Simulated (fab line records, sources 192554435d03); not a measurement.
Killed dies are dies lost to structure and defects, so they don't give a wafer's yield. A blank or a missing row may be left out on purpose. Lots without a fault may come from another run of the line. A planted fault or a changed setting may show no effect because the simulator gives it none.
Which tool did it? | flow n5_finfet | 7 lots, 17 wafers sampled, at 1 step of a route of 1938

WHAT THE GAUGES READ, wafer by wafer
N5_BEOL_M11_INSPECT_13: inspects for defects (brightfield).
lot  | measured     | on                | raw_defect_count
L854 | day 10 20:10 | defect_inspect-02 | 454 444
L852 | day 11 08:22 | defect_inspect-02 | 403 344 481
L860 | day 12 06:59 | defect_inspect-01 | 413 354
L865 | day 13 20:24 | defect_inspect-02 | 496 542
L869 | day 14 10:14 | defect_inspect-02 | 473 313 429
L871 | day 15 05:40 | defect_inspect-01 | 531 569
L874 | day 16 02:41 | defect_inspect-01 | 375 319 370

WHICH TOOL RAN EACH LOT (tool, then ch and the chambers of the sampled wafers, then the start)
The record holds no process step before these readings.

THE ANSWER, worked out from the rows above alone
Rule: what is usual is taken from the lots themselves. Put in order of their means at a reading, lots are off if they are a third of the lots or fewer, leave a main group of 4 or more, and stand apart from it by a gap of 3 or more times the standard deviation of the main group's means; of several such gaps the widest counts. A main group whose means are all the same, to the digits that the tables above print for the reading, isn't used. A lot without any number at a reading at which 4 lots or more have one is off too. The other lots that the step has rows for count as sound.
No lot is off at any reading shown: from this, nothing can be told.

WHAT THE SIMULATOR HAD PUT IN
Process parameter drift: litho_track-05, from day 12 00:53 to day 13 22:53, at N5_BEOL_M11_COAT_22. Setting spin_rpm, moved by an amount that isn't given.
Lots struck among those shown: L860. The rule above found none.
